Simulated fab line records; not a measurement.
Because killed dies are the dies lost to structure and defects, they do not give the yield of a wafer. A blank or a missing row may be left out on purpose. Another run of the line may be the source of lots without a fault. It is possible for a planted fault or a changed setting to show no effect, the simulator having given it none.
Chamber matching -- flow n5_finfet -- rie_diel-02 running N5_BEOL_M4_ETCH_70: 4 sister chambers
The step etches SOC in N2/H2, target depth 80 nm, overetch 24 nm, time 130 s. 8 wafers are shown with their chamber, then 8 later ones without.

== WAFERS PAIRED WITH THEIR CHAMBERS ==
wafer,chamber,showerhead_plenum_p_Torr (Torr),drypump_motor_current_A (A)
L077.4,3,2.44,5.7
L076.4,2,2.67,5.7
L076.5,0,2.42,5.6
L076.6,1,2.63,5.8
L087.2,1,2.62,5.8
L087.4,3,2.42,5.6
L087.6,2,2.66,5.7
L090.3,0,2.40,5.6

== WAFERS WITH NO CHAMBER GIVEN ==
wafer,showerhead_plenum_p_Torr (Torr),drypump_motor_current_A (A)
L090.5,2.62,5.8
L090.6,2.66,5.7
L097.3,2.62,5.8
L097.4,2.42,5.6
L097.5,2.62,5.8
L091.1,2.41,5.6
L091.2,2.61,5.8
L091.3,2.65,5.7

== CHAMBER TAKEN BY EACH ==
wafer,from the rows above,in truth
L090.5,1,1
L090.6,2,2
L097.3,1,1
L097.4,can't be placed: 0 or 3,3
L097.5,1,1
L091.1,0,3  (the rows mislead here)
L091.2,1,1
L091.3,2,2
Correctly placed: 6 of 8. Cannot be placed on the basis of these rows: 1; the candidates contain the true chamber in 1. Placed wrongly: 1.
How it was worked out, from the rows above alone: a wafer's distance from a chamber is the root of the sum, over the readings, of the square of ((its reading less the chamber's mean) divided by the reading's scatter). The wafer belongs to the nearest chamber; if the next one is less than 2 further off, it can't be placed. Each chamber's mean is taken over the wafers shown for it. How the scatter is found: for the shown wafers, subtract from each reading the mean of its chamber, square and add these, divide the total by (wafers less chambers), then take the root.
